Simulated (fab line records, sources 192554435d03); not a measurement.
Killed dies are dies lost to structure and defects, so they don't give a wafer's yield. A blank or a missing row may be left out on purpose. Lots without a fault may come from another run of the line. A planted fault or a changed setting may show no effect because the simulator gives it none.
A struck lot beside a sound one | flow n5_finfet | 16 steps out of a route of 1938
Sound: wafers L871.1, L871.2, L871.4. Struck: wafer L875.2. (L875.5 of the same lot was not struck and is left out.) The cause comes at the end.
At each step with rows: each side's tool, then ch and its chambers, then its first start. Under that, the readings that differ: sound wafers | struck wafers | difference of the means | sigmas: that difference in standard deviations of wafers without a fault.
alike: readings whose means differ by less than 2 such deviations, and words and numbers that are the same on both sides. not compared: withheld readings, readings that some wafer has no value for, bounds like >300 that may hide the same value, and numbers for which the record gives no deviation and whose values overlap.
The two part at a step that has a row with sigmas, a row that says differs or no value, or rows on one side only. Numbers that don't overlap but have no deviation are shown without sigmas and don't part them. A reading that every wafer of one side lacks parts them only if that side has two wafers or more.

first, 7 steps without rows for these wafers: N5_BEOL_M2_COAT_73 (time 60 s, resist thk 5 nm); N5_BEOL_M2_COAT_05 (resist thk 30 nm); N5_BEOL_M2_EBR_07; N5_BEOL_M2_SOFTBAKE_06 (time 60 s); N5_BEOL_M2_EXPOSE_08 (exposes mask M2); N5_BEOL_M2_PEB_09 (peb time 60 s); N5_BEOL_M2_DEVELOP_10 (develop time 30 s).
N5_BEOL_M2_CD_MEAS_11: target cd 16.79 nm.
  sound on cd_sem-03 ch 0, day 7 12:16; struck on cd_sem-03 ch 0, day 8 23:19
  alike: cd_nm
N5_BEOL_M2_OVL_MEAS_12:
  sound on overlay-01 ch 0, day 7 12:17; struck on overlay-02 ch 0, day 8 23:22
  alike: M2_OVL
N5_BEOL_M2_INSPECT_13: inspects for defects (brightfield).
  sound on defect_inspect-01, day 7 12:21; struck on defect_inspect-02, day 8 23:25
  alike: raw_defect_count
N5_BEOL_M2_DESCUM_16: chemistry O2, time 7 s.
  sound on rie_diel-03 ch 0,1,3, day 7 12:23; struck on rie_diel-03 ch 1, day 8 23:27
  reading                | sound      | struck | difference | sigmas
  rf_hours_counter_h (h) | 45 172 108 | 186    | +78        |
  alike: drypump_motor_current_A, o2_flow_sccm, oes_product_au, rf_vpp_V, showerhead_plenum_p_Torr, throttle_valve_pct
N5_BEOL_M2_ETCH_74: etches underlayer in N2/H2, target depth 6.5 nm, time 5.2 s.
  sound on rie_diel-03 ch 0,1,3, day 7 12:25; struck on rie_diel-03 ch 1, day 8 23:29
  reading                | sound      | struck | difference | sigmas
  rf_hours_counter_h (h) | 45 172 108 | 186    | +78        |
  alike: drypump_motor_current_A, etch_rf_on_time_s, oes_product_au, rf_vpp_V, showerhead_plenum_p_Torr, throttle_valve_pct
N5_BEOL_M2_ETCH_63: etches SiARC in CF4, target depth 15.6 nm, time 26 s.
  sound on rie_diel-03 ch 0,1,3, day 7 12:26; struck on rie_diel-03 ch 1, day 8 23:30
  reading                | sound          | struck | difference | sigmas
  etch_rf_on_time_s (s)  | 25.5 25.8 25.7 | 40.6   | +14.9      | +26
  oes_product_au (a.u.)  | 0.76 0.63 0.67 | 0.50   | -0.19      | -3
  rf_hours_counter_h (h) | 45 172 108     | 186    | +78        |
  alike: drypump_motor_current_A, rf_vpp_V, showerhead_plenum_p_Torr, throttle_valve_pct
N5_BEOL_M2_ETCH_64: etches SOC in N2/H2, target depth 75 nm, overetch 22.5 nm, time 121.9 s.
  sound on rie_diel-03 ch 0,1,3, day 7 12:28; struck on rie_diel-03 ch 1, day 8 23:32
  reading                | sound      | struck | difference | sigmas
  rf_hours_counter_h (h) | 45 172 108 | 186    | +78        |
  alike: drypump_motor_current_A, oes_product_au, rf_vpp_V, showerhead_plenum_p_Torr, throttle_valve_pct
N5_BEOL_M4_RC_MEAS_101:
  sound on prober-01 ch 0, day 9 05:13; struck on prober-02 ch 0, day 10 08:44
  alike: DIBL_N, DIBL_P, IOFF_N, IOFF_P, ION_N, ION_P, SS_N, SS_P, VT_N, VT_P
-- the record jumps here: 4 days lie between the struck wafers' starts before and after (it left off in module BEOL_M4 and takes up again in module PASSIVATION, whose first step shown is number 1936 of the route) --
N5_PASSIVATION_PROBE_49:
  sound on prober-02, day 13 06:02; struck on prober-01, day 14 12:18
  reading         | sound  | struck | difference | sigmas
  killed_at_other | 4 11 4 | 1      | -5         | -2
  alike: defect_limited_yield, killed_at_M0_to_M3, killed_at_M4_up, killed_at_contacts, killed_at_front_end, killed_dies, killed_on_rim, killed_open, killed_short, sort_bin_5_function, sort_bin_6_memory, sort_n_pass, sort_yield_pct

WHERE THEY PART
First at N5_BEOL_M2_ETCH_63; last, within this record, at N5_PASSIVATION_PROBE_49.

WHY: what the simulator had put in
Process parameter drift: rie_diel-03, from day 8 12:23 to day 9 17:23, at N5_BEOL_M2_ETCH_63. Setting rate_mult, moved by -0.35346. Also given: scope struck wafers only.
